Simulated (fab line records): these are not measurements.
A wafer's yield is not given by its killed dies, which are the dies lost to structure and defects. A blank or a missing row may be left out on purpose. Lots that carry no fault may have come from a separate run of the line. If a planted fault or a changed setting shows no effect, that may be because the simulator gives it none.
Chamber matching ; flow nand_harc ; ald_metal-01 running NHARC_A_WL_FILL_ALD_19: 4 sister chambers
The step deposits TiN, target thk 2 nm, pulse time 3 s, ald cycles 100. 24 wafers are shown with their chamber, then 12 later ones without.

== WAFERS PAIRED WITH THEIR CHAMBERS ==
wafer;chamber;heater_power_w (W);precursor_pulse_height_rel
L074.1;2;940;1.030
L074.5;1;1102;1.005
L074.6;0;926;0.986
L077.1;2;929;0.990
L077.2;0;914;0.958
L077.6;1;1124;1.032
L080.1;3;1013;0.984
L080.4;0;873;1.004
L080.5;1;1109;0.994
L081.3;3;991;1.036
L081.4;1;1100;1.018
L081.5;0;883;0.985
L083.1;1;1102;1.012
L083.4;3;1021;1.041
L083.5;1;1071;0.996
L086.2;2;931;1.017
L086.4;0;884;0.985
L086.5;2;943;1.000
L087.2;3;1030;1.009
L087.5;0;884;1.008
L087.6;1;1116;1.004
L091.2;0;882;1.013
L091.3;1;1077;1.023
L091.5;3;1028;0.985

SIGNATURES (means of the wafers above)
reading;chamber 0;chamber 1;chamber 2;chamber 3;scatter within a chamber
heater_power_w;892.29;1100.12;935.75;1016.60;16.9
precursor_pulse_height_rel;0.99129;1.01050;1.00925;1.01100;0.019
Rule: a wafer lies at a distance from a chamber equal to the root of the sum of squares, over the readings, of (its reading less the chamber's mean, divided by the reading's scatter). The wafer belongs to the nearest chamber; if the next one is less than 2 further off, it can't be placed. The scatter: the root of (the sum of the squares of (reading less its chamber's mean) over the shown wafers, divided by (wafers less chambers)).

== WAFERS MISSING THEIR CHAMBER ==
wafer;heater_power_w (W);precursor_pulse_height_rel
L090.2;1013;0.998
L090.4;931;1.023
L090.5;893;0.979
L093.1;887;1.011
L093.5;1011;0.987
L093.6;964;0.995
L094.2;1089;0.995
L094.4;1039;0.990
L094.6;914;0.999
L097.2;1119;0.985
L097.3;1007;1.019
L097.5;1100;0.972

== WHICH CHAMBER EACH ONE RAN IN ==
wafer;from the rows above;in truth
L090.2;3;3
L090.4;2;2
L090.5;0;0
L093.1;can't be placed: 0 or 2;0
L093.5;3;3
L093.6;can't be placed: 2 or 3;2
L094.2;1;1
L094.4;3;3
L094.6;can't be placed: 0 or 2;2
L097.2;1;1
L097.3;3;3
L097.5;1;1
Correctly placed: 9 of 12. Cannot be placed on the basis of these rows: 3; the candidates contain the true chamber in 3. Number placed wrongly: 0.
